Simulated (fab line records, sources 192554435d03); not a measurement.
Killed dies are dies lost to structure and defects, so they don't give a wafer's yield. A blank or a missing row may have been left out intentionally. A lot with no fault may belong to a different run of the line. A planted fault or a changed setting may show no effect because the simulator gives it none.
Chamber matching | flow n5-finfet | N5_BEOL_M0_SAQP_PECVD_00 on pecvd-02: 3 sister chambers
The step deposits SiCN from 3MS/NH3, target thk 8 nm, time 14 s. 14 wafers are shown with their chamber, then 7 later ones without.

## WAFERS, EACH WITH ITS CHAMBER
wafer  | chamber | throttle-valve-pct (%) | showerhead-plenum-p-Torr (Torr) | chamber-pressure-Torr (Torr)
L078.1 | 0       | 9.8                    | 3.656                           | 2.997
L078.2 | 1       | 9.9                    | 3.656                           | 3.007
L078.4 | 2       | 8.7                    | 3.659                           | 3.004
L082.2 | 2       | 8.9                    | 3.656                           | 3.002
L082.4 | 1       | 9.7                    | 3.659                           | 3.000
L082.5 | 2       | 8.8                    | 3.666                           | 2.994
L084.4 | 0       | 9.9                    | 3.650                           | 2.997
L084.5 | 1       | 10.0                   | 3.654                           | 2.996
L084.6 | 2       | 8.6                    | 3.662                           | 3.007
L085.3 | 2       | 8.9                    | 3.665                           | 2.998
L085.4 | 2       | 8.7                    | 3.656                           | 2.998
L085.5 | 0       | 9.8                    | 3.656                           | 3.000
L089.1 | 2       | 8.8                    | 3.667                           | 3.001
L089.2 | 1       | 9.9                    | 3.650                           | 2.994

SIGNATURES (means of the wafers above)
reading                  | chamber 0 | chamber 1 | chamber 2 | scatter within a chamber
throttle-valve-pct       | 9.833     | 9.875     | 8.771     | 0.108
showerhead-plenum-p-Torr | 3.65400   | 3.65475   | 3.66157   | 0.00423
chamber-pressure-Torr    | 2.99800   | 2.99925   | 3.00057   | 0.00444
Rule: distance of a wafer from a chamber = root of the sum over the readings of ((wafer's reading minus chamber's mean) / reading's scatter) squared. The wafer belongs to the nearest chamber; if the next one is less than 2 further off, it can't be placed. The scatter: take each reading less its chamber's mean, square it, sum over the shown wafers, divide by the number of wafers less the number of chambers, and take the root.

## WAFERS WHOSE CHAMBER IS MISSING
wafer  | throttle-valve-pct (%) | showerhead-plenum-p-Torr (Torr) | chamber-pressure-Torr (Torr)
L089.6 | 8.9                    | 3.654                           | 3.000
L090.1 | 9.9                    | 3.654                           | 2.997
L090.2 | 8.8                    | 3.668                           | 2.996
L090.4 | 8.7                    | 3.672                           | 2.991
L092.1 | 8.7                    | 3.668                           | 2.998
L092.3 | 9.8                    | 3.651                           | 3.003
L092.4 | 9.0                    | 3.668                           | 3.000

## THE CHAMBER EACH PASSED THROUGH
wafer  | from the rows above     | in truth
L089.6 | 2                       | 2
L090.1 | can't be placed: 1 or 0 | 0
L090.2 | 2                       | 2
L090.4 | 2                       | 2
L092.1 | 2                       | 2
L092.3 | can't be placed: 0 or 1 | 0
L092.4 | 2                       | 2
Correctly placed: 5 of 7. From these rows, 2 cannot be placed; in 2 the true chamber is one of the candidates. Placed wrongly: 0.
